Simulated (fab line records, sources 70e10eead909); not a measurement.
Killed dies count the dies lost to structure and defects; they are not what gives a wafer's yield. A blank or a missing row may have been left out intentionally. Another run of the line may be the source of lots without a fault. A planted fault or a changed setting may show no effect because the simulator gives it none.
Problem report in the 8D (eight disciplines) form, filled by code	flow nandHarc	the parts of the form that need people (team, actions taken, sign-off) are left out

== 1. THE PROBLEM ==
Wafers without a fault read 27, standard deviation 11; killedAtArray at NHARC_END_SORT_01 reads a mean of 673 on 6 wafers belonging to 2 lots. That puts it +59 standard deviations away from the usual mean.
First observed at day 24 14:32: wafer L117.1, on prober-02. At this step, 6 wafers from 2 lots have a number in the record. Rule for "out" (also "out of limits"): further than 4 standard deviations from the usual mean. Any other wafer with a number is counted as sound.

== 2. WHAT IT IS AND WHAT IT IS NOT ==
question	is	is not
which readings at this step	killedAtArray, killedDies	killedAtOther, killedAtPeriphery, killedOpen, killedShort
which lots	L117, L119	-
which wafers of those lots	all that have a number	-
read on which gauges	prober-01, prober-02	-
when	from day 24 14:32	up to then (0 sound wafers)

== 3. SUSPECTS, AND WHAT RULES EACH OUT ==
Counting: any tool at a process step up to the reading is kept as a suspect provided that every lot that is out went through it and no sound lot did after the first of them.
- ruled out: the gauge at NHARC_END_SORT_01. The wafers that are out were read on 2 gauges (prober-01, prober-02).
- rieDiel-09 at NHARC_A_CHANNEL_HOLE_D1_ETCH_34 (etches the open film in CF4/CHF3, target depth 154 nm, time 77 s): kept. It ran every lot that is out, first L117 (day 13 07:23), and no sound lot after that. NHARC_A_CHANNEL_HOLE_D1_ETCH_34 gives no start for some lots, so the hours and the order of its lots are those of NHARC_A_CHANNEL_HOLE_D1_CD_MEAS_18.
- harEtch-02 at NHARC_A_CHANNEL_HOLE_D1_ETCH_21 (etches the open film in C4F8/O2/Ar, time 514.3 s, target depth 1600 nm): kept. It ran every lot that is out, first L117 (day 13 07:53), and no sound lot after that.
- rieDiel-04 at NHARC_A_CHANNEL_HOLE_D1_ETCH_44 (etches the open film in CF4/O2, target depth 140 nm, overetch 14 nm, time 77 s): kept. It ran every lot that is out, first L117 (day 13 12:12), and no sound lot after that. Its own runLengthS readings are out on those wafers.
Still standing after the count: rieDiel-09 at NHARC_A_CHANNEL_HOLE_D1_ETCH_34, harEtch-02 at NHARC_A_CHANNEL_HOLE_D1_ETCH_21, rieDiel-04 at NHARC_A_CHANNEL_HOLE_D1_ETCH_44.

== 4. THE CAUSE (what the simulator had put in) ==
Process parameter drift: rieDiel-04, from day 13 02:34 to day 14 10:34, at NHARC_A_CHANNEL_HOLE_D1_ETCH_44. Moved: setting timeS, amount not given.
After counting, 3 suspects remain, this tool included.

== 5. THE EFFECT CHAIN, in route order ==
Rows list readings where the struck wafers' mean (over those with a number) sits beyond 3 standard deviations from the usual. Only readings whose record carries a usual standard deviation are examined. hours: median over the lots of the time between each lot's start at the first step of this table that gives one and its start at this step. sigmas: the change, counted in usual standard deviations.
hours	step	reading	usual	on struck wafers	change	sigmas
0	NHARC_A_CHANNEL_HOLE_D1_ETCH_44	runLengthS	98.3 s	86.3	-12.0	-27
270	NHARC_END_SORT_01	killedAtArray	27	673	+646	+59
270	NHARC_END_SORT_01	killedDies	31	677	+646	+54
Its process steps:
- NHARC_A_CHANNEL_HOLE_D1_ETCH_44: etches the open film in CF4/O2, target depth 140 nm, overetch 14 nm, time 77 s.

== 6. HOW IT WOULD HAVE BEEN CAUGHT EARLIER ==
276 hours passed between the start of the fault at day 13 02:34 and the first reading out of limits at a measuring or inspecting step in this record, taken at day 24 14:32.
Tool's own readings at NHARC_A_CHANNEL_HOLE_D1_ETCH_44, runLengthS: out on all struck wafers the step has rows for; an alarm limit on them would have tripped on the first.
By day 24 14:32, every lot that is out (2) had started NHARC_A_CHANNEL_HOLE_D1_ETCH_44 on rieDiel-04. Tool hold at that time: it would have spared none of them.
